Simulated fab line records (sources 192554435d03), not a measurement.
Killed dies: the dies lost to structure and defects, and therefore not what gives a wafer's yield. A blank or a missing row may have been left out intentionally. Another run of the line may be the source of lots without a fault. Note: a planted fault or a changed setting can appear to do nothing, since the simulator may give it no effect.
fab line records	flow n5-finfet
record lots=7	wafers=39
route steps=1938 shown BEOL_M13@1696 BEOL_M15@1773
start-h: hours from the record's opening day to when the first of the lot's shown wafers began	wait-h: hours from the lot's prior step to this one	" identical to the entry in the row above	L1.1+2: one row covering several wafers at once	- no value present, or no start provided	* or withheld: withheld	< > ~ a bound
route shown NAME@n: a module of which the file shows steps, and the number in the route of the first	usual: mean and standard deviation over wafers with no fault	same: alike in all rows	chamber/n: place in a boat	sites: each site's reading	_std_site: standard deviation of those values	_edge_site: mean of outer sites minus mean of inner sites	radius-mm: for every site, how far away it sits from the centre of the wafer	mask NAME#n: copy n	behind: tool/chamber where the wafer was last shaped	hold: why the lot was held/for how many hours/how that ended	device: transistor that didn't switch, given as n, p or np	end of line: the route-end tests of the same wafers	step lacking rows: just its recipe	killed: the dies lost at the first sort to structure and to defects; this is not the yield of the wafer	map: shows each die of a wafer: x if killed, . if not, _ if none is there
set.NAME: the setting the step ran with; set.NAME@STEP: the setting that earlier step ran with	model.NAME: the simulator's own value behind a step, which no gauge read
lots whose settings were changed on purpose; a table a step, a row a wafer
## steps
# step N5_BEOL_M13_TRENCH_ETCH_34
# recipe chemistry=C4F8/O2/Ar	target=SiOC	target-depth-a=4134.7	mask-material=SOC	pressure-mtorr=30	source-w=3000	bias-w=700	Ar_flow_sccm=400	C4F8_flow_sccm=15	O2_flow_sccm=8	he-inner-torr=15	he-outer-torr=30	time-s=162.6	ion-energy-ev=250
lot.wafer	tool	chamber	start-h	wait-h	set.target-depth-a	model.etch.depth-nm
L076.1	rie-diel-01	2	317.89	0.0	5596	567.8
L076.2	"	0	"	"	4134.7	418.2
L076.3	"	1	"	"	4134.7	410.2
L076.4	"	3	"	"	5596	559.6
L076.5	"	3	"	"	5596	563.5
L076.6	"	2	"	"	4134.7	418.8
L084.1	rie-diel-01	1	353.98	0.0	4134.7	409.9
L084.4	"	2	"	"	4134.7	421
L084.5	"	1	"	"	4134.7	410.6
L086.1	rie-diel-01	3	364.89	0.0	3196	321
L086.2	"	2	"	"	4134.7	416.9
L086.3	"	0	"	"	3196	320.6
L086.4	"	1	"	"	4134.7	408.9
L086.5	"	3	"	"	3196	319.9
L086.6	"	2	"	"	4134.7	418.5
L085.1	rie-diel-01	2	374.08	0.0	4134.7	416.4
L085.2	"	1	"	"	5965	586.6
L085.3	"	3	"	"	5965	589.2
L085.4	"	0	"	"	4134.7	413.4
L085.5	"	3	"	"	5965	594.4
L085.6	"	0	"	"	4134.7	414.1
L087.1	rie-diel-03	3	389.11	0.0	4134.7	421.5
L087.2	"	2	"	"	4134.7	408
L087.3	"	1	"	"	4134.7	414
L087.4	"	1	"	"	4134.7	411.4
L087.5	"	2	"	"	4134.7	408.3
L087.6	"	3	"	"	4134.7	417
L079.1	rie-diel-01	0	430.03	0.0	4134.7	411.1
L079.2	"	1	"	"	4134.7	405.7
L079.3	"	2	"	"	4134.7	411.8
L079.4	"	3	"	"	4134.7	415.2
L079.5	"	3	"	"	4134.7	408.8
L079.6	"	0	"	"	4134.7	410.7
L094.1	rie-diel-03	2	446.26	0.0	2842	279.3
L094.2	"	1	"	"	2842	282.4
L094.3	"	3	"	"	4134.7	415
L094.4	"	0	"	"	4134.7	419.1
L094.5	"	3	"	"	2842	285.2
L094.6	"	0	"	"	4134.7	417.8
# step N5_BEOL_M13_STRIP_70
# recipe chemistry=C4F8/O2/Ar	resist=SiARC	rf-frequency-hz=6e+07
# step N5_BEOL_M13_OCD_MEAS_35
# usual trench-depth-nm=413/5.1
lot.wafer	tool	chamber	start-h	wait-h	set.target-depth-a@BEOL_M13_TRENCH_ETCH_34	trench-depth-nm
L076.1	ocd-02	-	318.07	0.0	5596	568
L076.2	"	-	"	"	4134.7	418
L076.3	"	-	"	"	4134.7	410
L076.4	"	-	"	"	5596	560
L076.5	"	-	"	"	5596	563
L076.6	"	-	"	"	4134.7	419
L084.1	ocd-02	-	354.16	0.0	4134.7	410
L084.4	"	-	"	"	4134.7	421
L084.5	"	-	"	"	4134.7	411
L086.1	ocd-01	-	365.06	0.0	3196	321
L086.2	"	-	"	"	4134.7	417
L086.3	"	-	"	"	3196	321
L086.4	"	-	"	"	4134.7	409
L086.5	"	-	"	"	3196	320
L086.6	"	-	"	"	4134.7	418
L085.1	ocd-01	-	374.25	0.0	4134.7	416
L085.2	"	-	"	"	5965	587
L085.3	"	-	"	"	5965	590
L085.4	"	-	"	"	4134.7	414
L085.5	"	-	"	"	5965	595
L085.6	"	-	"	"	4134.7	415
L087.1	ocd-02	-	389.29	0.0	4134.7	421
L087.2	"	-	"	"	4134.7	-
L087.3	"	-	"	"	4134.7	414
L087.4	"	-	"	"	4134.7	411
L087.5	"	-	"	"	4134.7	-
L087.6	"	-	"	"	4134.7	-
L079.1	ocd-01	-	430.20	0.0	4134.7	411
L079.2	"	-	"	"	4134.7	406
L079.3	"	-	"	"	4134.7	412
L079.4	"	-	"	"	4134.7	415
L079.5	"	-	"	"	4134.7	409
L079.6	"	-	"	"	4134.7	411
L094.1	ocd-02	-	446.44	0.0	2842	279
L094.2	"	-	"	"	2842	282
L094.3	"	-	"	"	4134.7	415
L094.4	"	-	"	"	4134.7	419
L094.5	"	-	"	"	2842	285
L094.6	"	-	"	"	4134.7	418
# step N5_BEOL_M13_STRIP_37
# recipe chemistry=N2/H2	power-w=1000	temp-c=250	h2-frac=0.65	overash-fraction=0.3	pressure-mtorr=withheld	n2-flow-sccm=1750	h2-flow-sccm=3250
# step N5_BEOL_M13_ETCH_38
# recipe chemistry=CF4/N2	target=SiCN	target-depth-a=675	taper-deg=2	time-s=71.9	ion-energy-ev=150	mask-material=SiO2	pressure-mtorr=40	source-w=430	bias-w=70	Ar_flow_sccm=100	cf4-flow-sccm=60	n2-flow-sccm=60
# step N5_BEOL_M13_ECD_47
# recipe material=Cu	target-thk-a=9360
# step N5_BEOL_M13_ANNEAL_48
# recipe temp-c=225	time-s=90	ambient=N2
# step N5_BEOL_M13_CMP_49
# recipe stop-on=SiOC	t-overpolish-s=17.1	down-force-psi=1	platen-rpm=50	clearing-platen-down-force-psi=1.5	clearing-platen-rpm=50	post-cmp-clean=cu-alkaline	target-thk-nm=420	clearing-platen-pad-velocity-m-s=0.99484	pad-velocity-m-s=0.99484
lot.wafer	tool	chamber	start-h	wait-h	set.target-depth-a@BEOL_M13_TRENCH_ETCH_34	model.Cu_of_BEOL_M13_ECD_47.thk-nm
L076.2	cmp-01	1	320.11	0.2	4134.7	423.6
L076.3	"	2	"	"	4134.7	416.6
L076.1	"	3	"	"	5596	575
L076.4	"	0	"	"	5596	565.2
L076.6	"	1	"	"	4134.7	423.8
L076.5	"	2	"	"	5596	568.8
L084.1	cmp-02	3	358.59	0.3	4134.7	416.2
L084.4	"	2	"	"	4134.7	426.8
L084.5	"	0	"	"	4134.7	418.8
L086.3+5	cmp-02	2	371.59	0.2	3196	326.8
L086.2	"	3	"	"	4134.7	422.8
L086.4	"	0	"	"	4134.7	415.6
L086.1	"	1	"	"	3196	327.8
L086.6	"	3	"	"	4134.7	424.6
L085.3	cmp-03	2	375.99	0.2	5965	594.8
L085.4	"	3	"	"	4134.7	420.4
L085.2	"	0	"	"	5965	594
L085.1	"	1	"	"	4134.7	423.6
L085.6	"	2	"	"	4134.7	421
L085.5	"	3	"	"	5965	602.4
L087.1	cmp-01	0	392.81	0.3	4134.7	428.2
L087.2	"	1	"	"	4134.7	414.2
L087.3	"	2	"	"	4134.7	420.8
L087.4	"	3	"	"	4134.7	418.6
L087.5	"	0	"	"	4134.7	414.4
L087.6	"	1	"	"	4134.7	422.6
L079.4	cmp-03	1	435.62	0.1	4134.7	422.4
L079.3	"	2	"	"	4134.7	418.8
L079.2	"	3	"	"	4134.7	412.6
L079.1	"	0	"	"	4134.7	418.6
L079.5	"	1	"	"	4134.7	416.6
L079.6	"	2	"	"	4134.7	419.4
L094.1	cmp-03	0	450.13	0.3	2842	285.4
L094.4	"	1	"	"	4134.7	425.8
L094.2	"	2	"	"	2842	286.8
L094.3	"	3	"	"	4134.7	421.4
L094.6	"	0	"	"	4134.7	424.6
L094.5	"	1	"	"	2842	291.2
# step N5_BEOL_M13_THK_MEAS_50
# recipe thk-meas-gauge=xrf	reads=Cu_of_BEOL_M13_ECD_47
# usual M13_THK=426/7.5
lot.wafer	tool	chamber	start-h	wait-h	set.target-depth-a@BEOL_M13_TRENCH_ETCH_34	M13_THK[nm]
L076.1	film-metro-01	-	320.40	-	5596	597
L076.2	"	-	"	"	4134.7	437
L076.3	"	-	"	"	4134.7	428
L076.4	"	-	"	"	5596	585
L076.5	"	-	"	"	5596	592
L076.6	"	-	"	"	4134.7	436
L084.1	film-metro-02	-	358.89	-	4134.7	418
L084.4	"	-	"	"	4134.7	430
L084.5	"	-	"	"	4134.7	423
L086.1	film-metro-01	-	371.88	-	3196	333
L086.2	"	-	"	"	4134.7	431
L086.3	"	-	"	"	3196	332
L086.4	"	-	"	"	4134.7	425
L086.5	"	-	"	"	3196	335
L086.6	"	-	"	"	4134.7	435
L085.1	film-metro-02	-	376.29	-	4134.7	421
L085.2	"	-	"	"	5965	591
L085.3	"	-	"	"	5965	591
L085.4	"	-	"	"	4134.7	418
L085.5	"	-	"	"	5965	598
L085.6	"	-	"	"	4134.7	418
L087.1	film-metro-01	-	393.11	-	4134.7	438
L087.2	"	-	"	"	4134.7	-
L087.3	"	-	"	"	4134.7	429
L087.4	"	-	"	"	4134.7	428
L087.5	"	-	"	"	4134.7	-
L087.6	"	-	"	"	4134.7	-
L079.1	film-metro-02	-	435.92	-	4134.7	429
L079.2	"	-	"	"	4134.7	421
L079.3	"	-	"	"	4134.7	427
L079.4	"	-	"	"	4134.7	431
L079.5	"	-	"	"	4134.7	426
L079.6	"	-	"	"	4134.7	427
L094.1	film-metro-01	-	450.43	-	2842	290
L094.2	"	-	"	"	2842	290
L094.3	"	-	"	"	4134.7	428
L094.4	"	-	"	"	4134.7	433
L094.5	"	-	"	"	2842	295
L094.6	"	-	"	"	4134.7	433
# step N5_BEOL_M13_PRE_CLEAN_52
# recipe gas=NH3	time-s=15	temp-c=withheld	rf-power-w=300
# step N5_BEOL_M13_DEP_53
# recipe material=SiCN	target-thk-a=500	temp-c=withheld	precursor=3MS/NH3	pressure-torr=3	rf-w=675	time-s=17.8
# step N5_BEOL_M13_RS_MEAS_54
# recipe thk-meas-gauge=four-point-probe	reads=Cu_of_BEOL_M13_ECD_47+Ta_of_BEOL_M13_SPUTTER_44+TaN_of_BEOL_M13_SPUTTER_43
# usual M13_RS=0.0450/0.00058
lot.wafer	tool	chamber	start-h	wait-h	set.target-depth-a@BEOL_M13_TRENCH_ETCH_34	M13_RS[ohm/sq]
L076.1	film-metro-01	-	320.53	0.0	5596	0.0325
L076.2	"	-	"	"	4134.7	0.0445
L076.3	"	-	"	"	4134.7	0.0454
L076.4	"	-	"	"	5596	0.0331
L076.5	"	-	"	"	5596	0.0329
L076.6	"	-	"	"	4134.7	0.0446
L084.1	film-metro-02	-	359.02	0.0	4134.7	0.0453
L084.4	"	-	"	"	4134.7	0.0442
L084.5	"	-	"	"	4134.7	0.0451
L086.1	film-metro-02	-	372.01	0.0	3196	0.0581
L086.2	"	-	"	"	4134.7	0.0445
L086.3	"	-	"	"	3196	0.0583
L086.4	"	-	"	"	4134.7	0.0454
L086.5	"	-	"	"	3196	0.0582
L086.6	"	-	"	"	4134.7	0.0444
L085.1	film-metro-02	-	376.45	0.1	4134.7	0.0445
L085.2	"	-	"	"	5965	0.0314
L085.3	"	-	"	"	5965	0.0314
L085.4	"	-	"	"	4134.7	0.0449
L085.5	"	-	"	"	5965	0.0310
L085.6	"	-	"	"	4134.7	0.0449
L087.1	film-metro-02	-	393.26	0.1	4134.7	0.0441
L087.2	"	-	"	"	4134.7	-
L087.3	"	-	"	"	4134.7	0.0448
L087.4	"	-	"	"	4134.7	0.0451
L087.5	"	-	"	"	4134.7	-
L087.6	"	-	"	"	4134.7	-
L079.1	film-metro-02	-	436.04	0.0	4134.7	0.0450
L079.2	"	-	"	"	4134.7	0.0457
L079.3	"	-	"	"	4134.7	0.0451
L079.4	"	-	"	"	4134.7	0.0447
L079.5	"	-	"	"	4134.7	0.0454
L079.6	"	-	"	"	4134.7	0.0450
L094.1	film-metro-02	-	450.56	0.0	2842	0.0672
L094.2	"	-	"	"	2842	0.0669
L094.3	"	-	"	"	4134.7	0.0448
L094.4	"	-	"	"	4134.7	0.0443
L094.5	"	-	"	"	2842	0.0656
L094.6	"	-	"	"	4134.7	0.0444
# step N5_BEOL_M15_ILD_DEP_00
# recipe material=SiO2	target-thk-a=16293	temp-c=400	precursor=TEOS/O2	pressure-torr=6.5	rf-w=900	teos-flow-sccm=161.4	gas=O2	flow-sccm=2650	time-s=346.1
lot.wafer	tool	chamber	start-h	wait-h	set.target-thk-a	model.SiO2_of_BEOL_M15_ILD_DEP_00.thk-nm
L076.1	pecvd-04	0	325.28	0.0	16293	1617
L076.2	"	1	"	"	16293	1621
L076.3	"	0	"	"	16293	1652
L076.4	"	1	"	"	7908	800.8
L076.5	"	1	"	"	7908	800.4
L076.6	"	0	"	"	7908	814.4
L084.1	pecvd-03	2	373.04	0.0	16293	1589
L084.4	"	2	"	"	16293	1648
L084.5	"	1	"	"	16293	1623
L086.1	pecvd-03	2	376.53	0.0	16293	1629
L086.2	"	1	"	"	12620	1230
L086.3	"	0	"	"	16293	1614
L086.4	"	2	"	"	16293	1659
L086.5+6	"	1,0	"	"	12620	1269
L085.1	pecvd-03	0	382.73	0.0	11580	1141
L085.2	"	2	"	"	16293	1607
L085.3	"	1	"	"	11580	1132
L085.4	"	1	"	"	11580	1149
L085.5	"	0	"	"	16293	1640
L085.6	"	2	"	"	16293	1642
L087.1	pecvd-04	0	399.78	0.0	16293	1616
L087.2	"	2	"	"	16293	1590
L087.3	"	1	"	"	16293	1620
L087.4	"	0	"	"	16293	1617
L087.5	"	2	"	"	16293	1625
L087.6	"	1	"	"	16293	1655
L079.1	pecvd-01	1	440.70	0.0	12480	1200
L079.2	"	0	"	"	16293	1598
L079.3	"	2	"	"	12480	1216
L079.4	"	2	"	"	12480	1239
L079.5+6	"	0,1	"	"	16293	1593
L094.1	pecvd-01	1	456.22	0.0	16293	1572
L094.2	"	0	"	"	16293	1582
L094.3	"	2	"	"	7247	685.2
L094.4	"	1	"	"	7247	706.8
L094.5	"	2	"	"	7247	687.6
L094.6	"	0	"	"	16293	1604
# step N5_BEOL_M15_THK_MEAS_01
# recipe reads=SiO2_of_BEOL_M15_ILD_DEP_00
# usual M15_ILD_THK=1618/25
lot.wafer	tool	chamber	start-h	wait-h	set.target-thk-a@BEOL_M15_ILD_DEP_00	M15_ILD_THK[nm]
L076.1	film-metro-01	-	325.64	0.2	16293	1618
L076.2	"	-	"	"	16293	1621
L076.3	"	-	"	"	16293	1652
L076.4	"	-	"	"	7908	801
L076.5	"	-	"	"	7908	800
L076.6	"	-	"	"	7908	814
L084.1	film-metro-02	-	373.29	0.1	16293	1589
L084.4	"	-	"	"	16293	1647
L084.5	"	-	"	"	16293	1623
L086.1	film-metro-02	-	376.79	0.2	16293	1629
L086.2	"	-	"	"	12620	1230
L086.3	"	-	"	"	16293	1615
L086.4	"	-	"	"	16293	1658
L086.5	"	-	"	"	12620	1269
L086.6	"	-	"	"	12620	1270
L085.1	film-metro-02	-	382.98	0.1	11580	1141
L085.2	"	-	"	"	16293	1607
L085.3	"	-	"	"	11580	1132
L085.4	"	-	"	"	11580	1149
L085.5	"	-	"	"	16293	1638
L085.6	"	-	"	"	16293	1642
L087.1	film-metro-01	-	400.03	0.1	16293	1616
L087.2	"	-	"	"	16293	1589
L087.3	"	-	"	"	16293	1620
L087.4	"	-	"	"	16293	1617
L087.5	"	-	"	"	16293	1626
L087.6	"	-	"	"	16293	1654
L079.1	film-metro-01	-	440.95	0.1	12480	1200
L079.2	"	-	"	"	16293	1599
L079.3	"	-	"	"	12480	1215
L079.4	"	-	"	"	12480	1239
L079.5	"	-	"	"	16293	1592
L079.6	"	-	"	"	16293	1593
L094.1	film-metro-02	-	456.47	0.1	16293	1572
L094.2	"	-	"	"	16293	1580
L094.3	"	-	"	"	7247	685
L094.4	"	-	"	"	7247	706
L094.5	"	-	"	"	7247	688
L094.6	"	-	"	"	16293	1604
# step N5_BEOL_M15_COAT_58
# recipe resist=BARC	temp-c=205	time-s=60	spin-rpm=1500	resist-thk-nm=89
# step N5_BEOL_M15_COAT_04
# recipe spin-rpm=1704	resist-thk-nm=800
# step N5_BEOL_M15_DESCUM_15
# recipe chemistry=O2	time-s=7.9	source-power-w=50	bias-power-w=20	pressure-mtorr=20	rf-frequency-hz=2.712e+07	temp-c=40	o2-flow-sccm=225
# step N5_BEOL_M15_ETCH_59
# recipe chemistry=N2/H2	target=BARC	target-depth-a=890	overetch-a=267	time-s=67.9	ion-energy-ev=200	pressure-mtorr=30	source-w=840	bias-w=150	n2-flow-sccm=200	h2-flow-sccm=200
# step N5_BEOL_M15_VIA_ETCH_16
# recipe chemistry=C4F8/O2/Ar	target=SiO2	he-inner-torr=15	he-outer-torr=30	target-depth-a=17922	time-s=withheld	ion-energy-ev=800	pressure-mtorr=20	source-w=1905	bias-w=2040	Ar_flow_sccm=400	C4F8_flow_sccm=16	O2_flow_sccm=12	ends=cleared
lot.wafer	tool	chamber	start-h	wait-h	set.target-thk-a@BEOL_M15_ILD_DEP_00	model.etch.depth-nm	model.coat_of_BEOL_M15_COAT_04.thk-nm
L076.1	rie-diel-03	0	326.12	0.0	16293	1617	338.4
L076.2	"	1	"	"	16293	1621	339.8
L076.3	"	3	"	"	16293	1652	332
L076.4	"	2	"	"	7908	800.8	533
L076.5	"	3	"	"	7908	800.5	531
L076.6	"	2	"	"	7908	814.4	531.2
L084.1	rie-diel-06	3	373.90	0.0	16293	1589	342
L084.4	"	1	"	"	16293	1648	326.8
L084.5	"	3	"	"	16293	1623	336.8
L086.1	rie-diel-03	3	377.40	0.0	16293	1629	338.4
L086.2	"	1	"	"	12620	1230	431
L086.3	"	2	"	"	16293	1614	340.6
L086.4	"	0	"	"	16293	1659	329.4
L086.5	"	2	"	"	12620	1269	422.6
L086.6	"	3	"	"	12620	1269	422
L085.1	rie-diel-06	0	383.68	0.0	11580	1141	444.2
L085.2	"	2	"	"	16293	1607	339.2
L085.3	"	1	"	"	11580	1132	448.2
L085.4	"	3	"	"	11580	1149	446.8
L085.5	"	0	"	"	16293	1640	325.6
L085.6	"	3	"	"	16293	1642	332.4
L087.1	rie-diel-01	1	400.93	0.0	16293	1616	332.8
L087.2	"	0	"	"	16293	1590	342.4
L087.3	"	2	"	"	16293	1620	338
L087.4	"	3	"	"	16293	1617	336
L087.5	"	2	"	"	16293	1625	336.4
L087.6	"	1	"	"	16293	1655	324.4
L079.1	rie-diel-03	0	441.71	0.0	12480	1200	436.4
L079.2	"	1	"	"	16293	1598	345.8
L079.3	"	2	"	"	12480	1216	437.2
L079.4	"	3	"	"	12480	1239	432.4
L079.5	"	0	"	"	16293	1593	343.2
L079.6	"	1	"	"	16293	1593	344.8
L094.1	rie-diel-06	0	457.07	0.0	16293	1572	342.6
L094.2	"	3	"	"	16293	1582	345.2
L094.3	"	2	"	"	7247	685.1	555.2
L094.4	"	1	"	"	7247	706.8	549.8
L094.5	"	2	"	"	7247	687.7	557.4
L094.6	"	3	"	"	16293	1604	341
# step N5_BEOL_M15_STRIP_63
# recipe chemistry=O2	power-w=600	temp-c=60	pressure-mtorr=30	rf-frequency-hz=6e+07	bias-power-w=0	overash-fraction=0.3	o2-flow-sccm=225
# step N5_BEOL_M15_STRIP_64
# recipe chemistry=O2	power-w=600	temp-c=60	pressure-mtorr=30	rf-frequency-hz=6e+07	bias-power-w=0	overash-fraction=0.3	o2-flow-sccm=225
# step N5_BEOL_M15_STRIP_65
# recipe chemistry=post-etch-residue-remover	time-s=60	temp-c=25	remover-ph=withheld	remover-water-wt-pct=withheld	remover-fluoride-wt-pct=withheld
# step N5_BEOL_M15_SRD_66
# recipe time-s=30	temp-c=23	rinse-liquid=diw	dry=n2-spin	spin-rpm=1500	dry-time-s=30
# step N5_BEOL_M15_CD_MEAS_17
# recipe target-cd-nm=360	polarity=opening
# usual cd-nm=361.4/1.4
lot.wafer	tool	chamber	start-h	wait-h	set.target-thk-a@BEOL_M15_ILD_DEP_00	cd-nm
L076.1	cd-sem-02	-	326.53	0.0	16293	362.7
L076.2	"	-	"	"	16293	361.5
L076.3	"	-	"	"	16293	362.3
L076.4	"	-	"	"	7908	351.1
L076.5	"	-	"	"	7908	352.7
L076.6	"	-	"	"	7908	354.3
L084.1	cd-sem-02	-	374.31	0.0	16293	362.2
L084.4	"	-	"	"	16293	362.1
L084.5	"	-	"	"	16293	361.6
L086.1	cd-sem-03	-	377.81	0.0	16293	361.8
L086.2	"	-	"	"	12620	359.5
L086.3	"	-	"	"	16293	361.4
L086.4	"	-	"	"	16293	365.0
L086.5	"	-	"	"	12620	360.1
L086.6	"	-	"	"	12620	358.3
L085.1	cd-sem-03	-	384.09	0.0	11580	357.8
L085.2	"	-	"	"	16293	361.6
L085.3	"	-	"	"	11580	358.2
L085.4	"	-	"	"	11580	356.1
L085.5	"	-	"	"	16293	362.6
L085.6	"	-	"	"	16293	363.7
L087.1	cd-sem-02	-	401.34	0.0	16293	360.2
L087.2	"	-	"	"	16293	-
L087.3	"	-	"	"	16293	360.1
L087.4	"	-	"	"	16293	360.4
L087.5	"	-	"	"	16293	-
L087.6	"	-	"	"	16293	-
L079.1	cd-sem-01	-	442.12	0.0	12480	359.2
L079.2	"	-	"	"	16293	361.7
L079.3	"	-	"	"	12480	358.6
L079.4	"	-	"	"	12480	356.1
L079.5	"	-	"	"	16293	362.5
L079.6	"	-	"	"	16293	362.3
L094.1	cd-sem-03	-	457.48	0.0	16293	360.3
L094.2	"	-	"	"	16293	361.2
L094.3	"	-	"	"	7247	353.2
L094.4	"	-	"	"	7247	352.0
L094.5	"	-	"	"	7247	352.5
L094.6	"	-	"	"	16293	361.5
## key
split step=N5_BEOL_M13_TRENCH_ETCH_34	setting=target-depth-a	stated=4134.7	by=wafer
response step=N5_BEOL_M13_TRENCH_ETCH_34	reading=model.etch.depth-nm	change=+4.12	per=1%	r=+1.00
response step=N5_BEOL_M13_OCD_MEAS_35	reading=trench-depth-nm	change=+4.12	per=1%	r=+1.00
response step=N5_BEOL_M13_CMP_49	reading=model.Cu_of_BEOL_M13_ECD_47.thk-nm	change=+4.13	per=1%	r=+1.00
response step=N5_BEOL_M13_THK_MEAS_50	reading=M13_THK	change=+4.22	per=1%	r=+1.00
response step=N5_BEOL_M13_RS_MEAS_54	reading=M13_RS	change=-0.000429	per=1%	r=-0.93
split step=N5_BEOL_M15_ILD_DEP_00	setting=target-thk-a	stated=16293	by=wafer
response step=N5_BEOL_M15_ILD_DEP_00	reading=model.SiO2_of_BEOL_M15_ILD_DEP_00.thk-nm	change=+16.2	per=1%	r=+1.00
response step=N5_BEOL_M15_THK_MEAS_01	reading=M15_ILD_THK	change=+16.2	per=1%	r=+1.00
response step=N5_BEOL_M15_VIA_ETCH_16	reading=model.etch.depth-nm	change=+16.2	per=1%	r=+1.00
response step=N5_BEOL_M15_VIA_ETCH_16	reading=model.coat_of_BEOL_M15_COAT_04.thk-nm	change=-3.83	per=1%	r=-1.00
response step=N5_BEOL_M15_CD_MEAS_17	reading=cd-nm	change=+0.168	per=1%	r=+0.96
